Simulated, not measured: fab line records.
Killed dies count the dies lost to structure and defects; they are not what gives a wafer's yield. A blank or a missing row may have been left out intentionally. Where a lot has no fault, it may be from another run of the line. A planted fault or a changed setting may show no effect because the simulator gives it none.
fab line records    flow nand_harc
record: lots: 14  wafers: 42  last_day: 34
route steps=1302 shown A_BONDPAD@1227 THIN_TSV@1257
lots untouched by any fault: they come from a run of this same line in which no faults occurred
start_h: hours from the record's first day to the start of the lot's first wafer shown    wait_h: how many hours have passed since the lot's step before this one    " identical to the entry in the row above    L1.1+2: several wafers, shown together as one row    - no value, or no start given    * or withheld: withheld    < > ~ a bound
route shown NAME@n: a module of which the file shows steps, and the number in the route of the first    usual: average and standard deviation across the fault-free wafers    same: alike in all rows    chamber/n: place in a boat    sites: readings site by site    _std_site: standard deviation across them    _edge_site: mean of outer sites minus mean of inner sites    radius_mm: for every site, how far away it sits from the centre of the wafer    mask NAME#n: copy n    behind: the tool/chamber that last shaped the wafer    hold: the reason the lot was held/the length of the hold in hours/how it ended    device: which transistor (n, p or np) failed to switch    end of line: the route-end tests of the same wafers    a step with no rows: only its recipe    killed: dies that structure and defects cost at the first sort, which is not the same as the wafer's yield    map: a wafer's dies, x killed, . not, _ none there
set.NAME: setting as actually run; set.NAME@STEP: the setting as run at that earlier step    model.NAME: the simulator's own value behind a step, which no gauge read
the route's steps for a sample of lots (tables are steps, rows are wafers)
services: when a tool's chamber went out of use (start_h, in hours from the record's first day, below 0 if earlier), for how many hours, and the reason
== steps ==
step: NHARC_A_BONDPAD_PVD_17
recipe: target_thk_a: 50  bias_v: 168.6  power_w: 15000  chamber_pressure_pa: 0.12  time_s: 8.06  substrate_temp_c: 50  material: TaN
usual: chamber_pressure_pa: 0.12001/0.00023  throttle_valve_pct: 30.0/1.4
lot.wafer  tool            chamber  start_h  wait_h  chamber_pressure_pa  throttle_valve_pct
L377.1     pvd_sputter-01  -        -        -       0.12017              31.7
L377.3     "               -        "        "       0.12006              29.4
L377.2     "               -        "        "       0.11967              32.0
L379.3     pvd_sputter-02  -        -        -       0.12038              31.8
L379.5     "               -        "        "       0.1197               27.8
L379.6     "               -        "        "       0.12028              30.3
L382.4     pvd_sputter-01  -        -        -       0.12026              29.2
L382.5     "               -        "        "       0.11999              28.7
L382.6     "               -        "        "       0.1199               31.5
L387.2     pvd_sputter-01  -        -        -       0.11993              29.3
L387.4     "               -        "        "       0.12034              29.0
L387.6     "               -        "        "       0.12017              31.3
L390.2     pvd_sputter-03  -        -        -       0.11986              30.3
L390.3     "               -        "        "       0.11999              31.4
L390.4     "               -        "        "       0.11995              29.2
L392.4     pvd_sputter-02  -        -        -       0.12006              32.1
L392.1     "               -        "        "       0.11965              30.1
L392.2     "               -        "        "       0.12001              29.4
L391.3     pvd_sputter-01  -        -        -       0.11984              28.9
L391.2     "               -        "        "       0.12035              31.6
L391.6     "               -        "        "       0.12022              31.5
L394.4     pvd_sputter-02  -        -        -       0.12068              31.9
L394.1     "               -        "        "       0.11996              27.8
L394.3     "               -        "        "       0.12032              29.5
L395.1     pvd_sputter-02  -        -        -       0.1201               27.8
L395.6     "               -        "        "       0.11998              31.9
L395.5     "               -        "        "       0.11994              27.5
L396.3     pvd_sputter-02  -        -        -       0.1201               29.9
L396.1     "               -        "        "       0.11997              27.1
L396.5     "               -        "        "       0.12004              29.4
L397.4     pvd_sputter-02  -        -        -       0.11971              30.0
L397.3     "               -        "        "       0.12011              31.7
L397.5     "               -        "        "       0.12022              29.9
L398.4     pvd_sputter-01  -        -        -       0.11996              29.1
L398.1     "               -        "        "       0.12016              29.0
L398.5     "               -        "        "       0.11991              31.3
L399.3     pvd_sputter-03  -        -        -       0.12                 28.7
L399.4     "               -        "        "       0.11976              30.4
L399.5     "               -        "        "       0.11998              28.8
L400.4     pvd_sputter-01  -        -        -       0.12006              31.6
L400.1     "               -        "        "       0.12008              31.5
L400.5     "               -        "        "       0.11997              29.2
step: NHARC_A_BONDPAD_ANNEAL_28
recipe: temp_c: 225  time_s: 90
usual: anneal_temp_c_max: 226.24/0.26  wafer_temp_C_max: 225.92/0.29
lot.wafer  tool           chamber  start_h  wait_h  anneal_temp_c_max  wafer_temp_C_max
L377.1     rtp_anneal-02  0        536.73   0.3     226.04             225.80
L377.2     "              0        "        "       226.03             225.55
L377.3     "              0        "        "       226.08             225.71
L379.3     rtp_anneal-02  0        543.51   0.3     226.23             225.77
L379.5     "              0        "        "       226.28             225.56
L379.6     "              0        "        "       226.43             225.63
L382.4     rtp_anneal-02  0        593.75   -       225.95             225.73
L382.5     "              0        "        "       226.13             225.64
L382.6     "              0        "        "       226.43             225.48
L387.2     rtp_anneal-01  0        625.55   -       225.89             226.19
L387.4     "              0        "        "       225.76             226.51
L387.6     "              0        "        "       225.74             226.40
L390.2     rtp_anneal-02  0        662.63   -       225.73             225.65
L390.3     "              0        "        "       225.90             225.66
L390.4     "              0        "        "       226.57             225.41
L392.1     rtp_anneal-02  0        673.76   -       226.32             225.83
L392.2     "              0        "        "       227.30             225.89
L392.4     "              0        "        "       226.25             226.15
L391.2     rtp_anneal-02  0        677.21   0.6     226.96             226.21
L391.3     "              0        "        "       226.42             226.00
L391.6     "              0        "        "       226.68             225.85
L394.1     rtp_anneal-01  0        711.23   0.3     226.40             226.04
L394.3     "              0        "        "       226.29             226.21
L394.4     "              0        "        "       226.04             226.46
L395.1     rtp_anneal-01  0        715.07   -       226.59             225.98
L395.5     "              0        "        "       226.03             226.27
L395.6     "              0        "        "       226.59             226.14
L396.1     rtp_anneal-02  0        727.17   0.3     226.18             225.62
L396.3     "              0        "        "       226.36             225.55
L396.5     "              0        "        "       226.00             225.54
L397.3     rtp_anneal-02  0        731.14   0.3     226.27             225.78
L397.4     "              0        "        "       226.06             225.94
L397.5     "              0        "        "       226.15             225.43
L398.1     rtp_anneal-02  0        743.00   -       226.46             226.09
L398.4     "              0        "        "       226.39             226.04
L398.5     "              0        "        "       226.62             225.73
L399.3     rtp_anneal-01  0        747.54   0.3     226.39             226.03
L399.4     "              0        "        "       226.46             226.11
L399.5     "              0        "        "       226.07             226.14
L400.1     rtp_anneal-01  0        770.74   -       226.23             226.17
L400.4     "              0        "        "       226.15             226.28
L400.5     "              0        "        "       225.91             226.20
step: NHARC_A_BONDPAD_INSPECT_23
usual: raw_defect_count: 528/100
lot.wafer  tool               chamber  start_h  wait_h  raw_defect_count
L377.1     defect_inspect-01  -        537.63   0.0     412
L377.2     "                  -        "        "       430
L377.3     "                  -        "        "       414
L379.3     defect_inspect-02  -        544.29   0.0     557
L379.5     "                  -        "        "       443
L379.6     "                  -        "        "       539
L382.4     defect_inspect-02  -        594.48   0.1     425
L382.5     "                  -        "        "       398
L382.6     "                  -        "        "       481
L387.2     defect_inspect-02  -        626.36   0.0     431
L387.4     "                  -        "        "       551
L387.6     "                  -        "        "       368
L390.2     defect_inspect-02  -        663.47   0.0     391
L390.3     "                  -        "        "       467
L390.4     "                  -        "        "       324
L392.1     defect_inspect-01  -        674.65   0.0     412
L392.2     "                  -        "        "       484
L392.4     "                  -        "        "       460
L391.2     defect_inspect-01  -        678.05   0.0     533
L391.3     "                  -        "        "       635
L391.6     "                  -        "        "       558
L394.1     defect_inspect-02  -        712.10   0.0     513
L394.3     "                  -        "        "       479
L394.4     "                  -        "        "       572
L395.1     defect_inspect-01  -        715.96   0.0     552
L395.5     "                  -        "        "       483
L395.6     "                  -        "        "       590
L396.1     defect_inspect-02  -        728.04   0.0     507
L396.3     "                  -        "        "       637
L396.5     "                  -        "        "       395
L397.3     defect_inspect-02  -        731.90   0.0     416
L397.4     "                  -        "        "       523
L397.5     "                  -        "        "       562
L398.1     defect_inspect-02  -        743.87   0.0     447
L398.4     "                  -        "        "       590
L398.5     "                  -        "        "       615
L399.3     defect_inspect-02  -        762.21   12.1    630
L399.4     "                  -        "        "       556
L399.5     "                  -        "        "       619
L400.1     defect_inspect-02  -        771.63   0.0     660
L400.4     "                  -        "        "       575
L400.5     "                  -        "        "       523
step: NHARC_THIN_TSV_PEB_10
recipe: peb_temp_c: 118  peb_time_s: 85
usual: chill_plate_temp_C: 22.99/0.1  exhaust_pa: 44.9/0.96
lot.wafer  tool            chamber  start_h  wait_h  chill_plate_temp_C  exhaust_pa
L377.1     litho_track-05  0        550.28   0.1     22.92               44.3
L377.2     "               0        "        "       22.96               46.1
L377.3     "               0        "        "       22.94               45.9
L379.3     litho_track-02  0        560.36   0.1     22.98               44.1
L379.5     "               0        "        "       23.04               44.9
L379.6     "               0        "        "       23.12               46.0
L382.4     litho_track-05  0        604.22   0.0     23.24               44.4
L382.5     "               0        "        "       23.14               43.7
L382.6     "               0        "        "       22.98               44.0
L387.2     litho_track-02  0        640.82   0.1     23.05               46.0
L387.4     "               0        "        "       22.98               45.7
L387.6     "               0        "        "       22.88               46.0
L390.2     litho_track-02  -        674.16   0.1     -                   -
L390.3     "               -        "        "       -                   -
L390.4     "               -        "        "       -                   -
L392.1     litho_track-05  0        687.36   0.1     23.07               43.1
L392.2     "               0        "        "       23.20               44.3
L392.4     "               0        "        "       22.99               44.3
L391.2     litho_track-05  -        689.61   0.1     -                   -
L391.3     "               -        "        "       -                   -
L391.6     "               -        "        "       -                   -
L394.1     litho_track-05  0        724.20   0.1     22.86               44.0
L394.3     "               0        "        "       23.01               44.0
L394.4     "               0        "        "       23.11               44.1
L395.1     litho_track-05  0        729.17   0.1     22.79               43.4
L395.5     "               0        "        "       22.87               43.6
L395.6     "               0        "        "       22.84               44.0
L396.1     litho_track-02  0        746.42   0.1     23.11               44.2
L396.3     "               0        "        "       23.03               46.8
L396.5     "               0        "        "       23.10               44.6
L397.3     litho_track-02  0        747.65   0.1     22.85               44.4
L397.4     "               0        "        "       22.94               43.8
L397.5     "               0        "        "       23.03               43.4
L398.1     litho_track-02  0        764.78   0.1     23.15               43.9
L398.4     "               0        "        "       23.06               43.9
L398.5     "               0        "        "       23.03               44.6
L399.3     litho_track-05  0        774.42   0.0     22.75               45.3
L399.4     "               0        "        "       22.87               44.1
L399.5     "               0        "        "       22.84               45.7
L400.1     litho_track-02  0        787.13   0.1     22.87               46.5
L400.4     "               0        "        "       23.12               46.0
L400.5     "               0        "        "       23.00               45.2
== services ==
tool            chamber  start_h  hours  kind
pvd_sputter-03  -        526.91   10.0   pm
litho_track-02  -        577.00   7.0    pm
pvd_sputter-01  -        582.00   10.0   pm
pvd_sputter-01  -        600.61   2.0    repair
pvd_sputter-02  -        638.08   10.0   pm
litho_track-05  -        649.00   7.0    pm
pvd_sputter-03  -        652.81   2.8    repair
pvd_sputter-02  -        678.60   5.5    repair
pvd_sputter-01  -        689.95   1.1    repair
pvd_sputter-03  -        704.91   10.0   pm
pvd_sputter-02  -        741.35   0.8    repair
rtp_anneal-02   -        744.00   12.0   pm
pvd_sputter-01  -        747.56   12.3   repair
litho_track-02  -        752.00   7.0    pm
pvd_sputter-01  -        760.00   10.0   pm
pvd_sputter-02  -        763.80   6.3    repair
== key ==
first_sign: step: NHARC_THIN_TSV_PEB_10  reading: tool_record  direction: missing
effect none on later readings
met_at NHARC_THIN_TSV_PEB_10
struck_lots L390,L391
later_rows_left_out L390.2,L390.3,L390.4,L391.2,L391.3,L391.6
sort_left_out L390.2,L390.3,L390.4,L391.2,L391.3,L391.6
not_acting_at NHARC_A_BONDPAD_PVD_17,NHARC_A_BONDPAD_ANNEAL_28,NHARC_A_BONDPAD_INSPECT_23
onset_between 640.82 674.16
fault: kind: skipped_step_whole  tool: litho_track-02,litho_track-05  chamber: -  onset_h: 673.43  steps: NHARC_THIN_TSV_PEB_10  scope: struck_lots_only
sort_left_out: the simulated sort isn't trusted on such a fault, so these wafers' sort isn't shown, and their yield isn't known
later_rows_left_out: the simulator's readings of these wafers behind a module that went badly wrong aren't trusted and aren't shown, but for the sort
